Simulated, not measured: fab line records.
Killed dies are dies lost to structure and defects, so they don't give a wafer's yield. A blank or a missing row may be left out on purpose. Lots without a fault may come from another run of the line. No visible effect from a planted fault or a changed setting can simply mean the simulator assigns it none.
What tool caused it? -- flow nand_harc -- 12 lots, 36 wafers sampled, at 6 steps of a route of 1159

== WHAT THE GAUGES READ, wafer by wafer ==
NHARC_A_CHANNEL_HOLE_D1_INSPECT_40.
lot,measured,on,raw_defect_count
L879,day 8 16:11,defect_inspect-02,81 78 86
L880,day 8 22:34,defect_inspect-02,53 71 95
L883,day 9 14:49,defect_inspect-01,48 59 59
L882,day 9 15:46,defect_inspect-02,61 44 40
L886,day 10 23:49,defect_inspect-02,38 64 54
L892,day 11 15:52,defect_inspect-01,84 73 921
L893,day 12 07:43,defect_inspect-01,43 60 881
L894,day 12 08:43,defect_inspect-02,58 63 58
L896,day 12 23:16,defect_inspect-02,85 87 78
L899,day 13 05:13,defect_inspect-02,78 89 69
L901,day 14 01:07,defect_inspect-01,75 55 52
L902,day 14 15:43,defect_inspect-02,77 65 38

NHARC_END_SORT_01.
lot,measured,on,killed_at_array,killed_at_other,killed_at_periphery,killed_dies,killed_open,killed_short
L892,day 25 03:07,prober-01,23 30 67,1 0 1,1 0 0,25 30 68,3 5 3,2 1 3
L893,day 25 10:55,prober-01,20 30 78,3 2 0,4 0 2,27 32 80,2 2 0,1 2 1

== WHAT TOOL EACH LOT RAN ON (gives the tool, then ch and the chambers of the sampled wafers, and finally the start) ==
lot,NHARC_A_CHANNEL_HOLE_D1_DESCUM_15,NHARC_A_CHANNEL_HOLE_D1_STRIP_42,NHARC_A_CHANNEL_FILL_D1_ALD_03,NHARC_A_CHANNEL_FILL_D1_ETCHBACK_20
L879,"rie_diel-09 ch 0,1,3, day 8 09:06","rie_diel-05 ch 1,2, day 8 14:56","ald_sin_batch-03 ch 0, day 9 19:37 or earlier","rie_diel-03 ch 1,2, day 9 19:37"
L880,"rie_diel-09 ch 0,3, day 8 15:14","rie_diel-06 ch 1,2, day 8 21:28","ald_sin_batch-01 ch 0, day 10 02:59 or earlier","rie_diel-02 ch 0,2,3, day 10 02:59"
L883,"rie_diel-09 ch 0,1,3, day 9 07:55","rie_diel-05 ch 0,1, day 9 13:42","ald_sin_batch-02 ch 0, day 10 15:16 or earlier","rie_diel-02 ch 0,1,3, day 10 15:16"
L882,"rie_diel-06 ch 1,2,3, day 9 08:23","rie_diel-09 ch 0,1, day 9 14:15","ald_sin_batch-02 ch 0, day 10 15:17 or earlier","rie_diel-03 ch 0,3, day 10 15:17"
L886,"rie_diel-06 ch 0,1,3, day 10 16:52","rie_diel-09 ch 0,2,3, day 10 22:41","ald_sin_batch-03 ch 0, day 11 23:10 or earlier","rie_diel-03 ch 0,2,3, day 11 23:10"
L892,"rie_diel-09 ch 0,3, day 11 08:57","rie_diel-05 ch 0,2,3, day 11 14:46","ald_sin_batch-03 ch 0, day 12 16:59 or earlier","rie_diel-03 ch 1,2, day 12 16:59"
L893,"rie_diel-09 ch 0,1,3, day 12 00:11","rie_diel-05 ch 0,2,3, day 12 05:59","ald_sin_batch-01 ch 0, day 13 08:13 or earlier","rie_diel-03 ch 2,3, day 13 08:13"
L894,"rie_diel-09 ch 1,3, day 12 01:49","rie_diel-06 ch 0,3, day 12 07:36","ald_sin_batch-01 ch 0, day 13 08:13 or earlier","rie_diel-13 ch 0,1,2, day 13 08:13"
L896,"rie_diel-09 ch 1,2,3, day 12 16:22","rie_diel-06 ch 0,2, day 12 22:10","ald_sin_batch-03 ch 0, day 13 23:26 or earlier","rie_diel-02 ch 1,2, day 13 23:26"
L899,"rie_diel-05 ch 0,3, day 12 22:19","rie_diel-09 ch 0,3, day 13 04:05","ald_sin_batch-01 ch 0, day 14 05:49 or earlier","rie_diel-13 ch 0,2, day 14 05:49"
L901,"rie_diel-05 ch 0,3, day 13 17:33","rie_diel-09 ch 1,2,3, day 13 23:32","ald_sin_batch-01 ch 0, day 15 01:21 or earlier","rie_diel-03 ch 2,3, day 15 01:21"
L902,"rie_diel-09 ch 0,1,2, day 14 04:23","rie_diel-09 ch 1,3, day 14 14:35","ald_sin_batch-02 ch 0, day 15 21:54 or earlier","rie_diel-02 ch 0,2, day 15 21:54"
- NHARC_A_CHANNEL_HOLE_D1_DESCUM_15: chemistry O2, time 3 s.
- NHARC_A_CHANNEL_HOLE_D1_STRIP_42: strips in CF4/CHF3.
- NHARC_A_CHANNEL_FILL_D1_ALD_03: deposits SiNx, target thk 6 nm, pulse time 60 s, ald cycles 58.
- NHARC_A_CHANNEL_FILL_D1_ETCHBACK_20: etches the open film in C4F8/O2/Ar, target depth 27 nm, time 13.5 s.

== AS READ BY THE TOOLS THEMSELVES (means over the sampled wafers that have a number; for cases with no such wafer, the mark the record gives instead) ==
NHARC_A_CHANNEL_HOLE_D1_DESCUM_15.
lot,tool,drypump_motor_current_A (A),o2_flow_sccm (sccm),oes_product_au (a.u.),rf_vpp_V (V),showerhead_plenum_p_Torr (Torr),throttle_valve_pct (%)
L879,rie_diel-09,5.8,200.2,0.990,58.1,2.00,11.308
L880,rie_diel-09,5.4,200.0,0.985,58.8,2.01,11.313
L883,rie_diel-09,5.8,200.0,0.995,58.1,2.00,11.310
L882,rie_diel-06,5.9,199.4,0.985,57.9,1.83,11.309
L886,rie_diel-06,6.1,200.0,0.994,57.0,1.84,11.313
L892,rie_diel-09,5.4,199.7,0.990,58.5,2.01,11.309
L893,rie_diel-09,5.8,199.6,0.988,58.3,2.00,11.313
L894,rie_diel-09,6.2,199.6,1.006,58.0,1.99,11.312
L896,rie_diel-09,6.1,199.6,0.985,58.0,2.01,11.301
L899,rie_diel-05,5.4,199.9,1.020,57.6,1.87,11.319
L901,rie_diel-05,5.2,200.0,1.010,59.1,1.94,11.308
L902,rie_diel-09,6.0,200.3,0.985,58.2,2.00,11.303

NHARC_A_CHANNEL_FILL_D1_ALD_03.
lot,tool,precursor_pulse_height_rel
L879,ald_sin_batch-03,0.990
L880,ald_sin_batch-01,0.993
L883,ald_sin_batch-02,1.003
L882,ald_sin_batch-02,0.997
L886,ald_sin_batch-03,0.991
L892,ald_sin_batch-03,1.005
L893,ald_sin_batch-01,0.988
L894,ald_sin_batch-01,0.993
L896,ald_sin_batch-03,0.994
L899,ald_sin_batch-01,0.993
L901,ald_sin_batch-01,1.002
L902,ald_sin_batch-02,0.985

NHARC_A_CHANNEL_FILL_D1_ETCHBACK_20.
lot,tool,oes_product_au (a.u.),rf_vpp_V (V)
L879,rie_diel-03,0.93,981
L880,rie_diel-02,0.98,976
L883,rie_diel-02,0.99,975
L882,rie_diel-03,1.00,980
L886,rie_diel-03,1.01,976
L892,rie_diel-03,0.98,976
L893,rie_diel-03,0.99,973
L894,rie_diel-13,1.00,977
L896,rie_diel-02,0.92,976
L899,rie_diel-13,1.00,975
L901,rie_diel-03,0.92,977
L902,rie_diel-02,0.98,978

== THE ANSWER, worked out from the rows above alone ==
Rule: the lots themselves supply what counts as usual. Put in order of their means at a reading, lots are off if they are a third of the lots or fewer, leave a main group of 4 or more, and stand apart from it by a gap of 3 or more times the standard deviation of the main group's means; of several such gaps the widest counts. If all means in a main group match to the digits the tables above print for the reading, that group is not used. A lot without any number at a reading at which 4 lots or more have one is off too. Where the step has rows for the other lots, those lots are counted as sound. After the gauges, taken in route order, come the tools' own readings; for these a lot's mean is taken, as printed above. At the first step where some lot is off, the reading lying furthest off is the one used; lots without a number count as furthest.
Off: L892, L893, at NHARC_A_CHANNEL_HOLE_D1_INSPECT_40 (raw_defect_count). For the main group the mean is 65 and the standard deviation 12.
A tool fits if, at a process step before that reading, it ran every lot that is off, and no sound lot after the first of them. Those tools and the gauges at NHARC_A_CHANNEL_HOLE_D1_INSPECT_40 are tried in the same way. One fits: NHARC_A_CHANNEL_HOLE_D1_STRIP_42 on rie_diel-05. Its last sound lot is L883 (day 9 13:42), its first lot that is off L892 (day 11 14:46): a fault that began between those two fits.

== WHAT WAS PUT IN BY THE SIMULATOR ==
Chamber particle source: rie_diel-05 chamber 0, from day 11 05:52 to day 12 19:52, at NHARC_A_CHANNEL_HOLE_D1_STRIP_42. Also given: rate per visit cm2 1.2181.
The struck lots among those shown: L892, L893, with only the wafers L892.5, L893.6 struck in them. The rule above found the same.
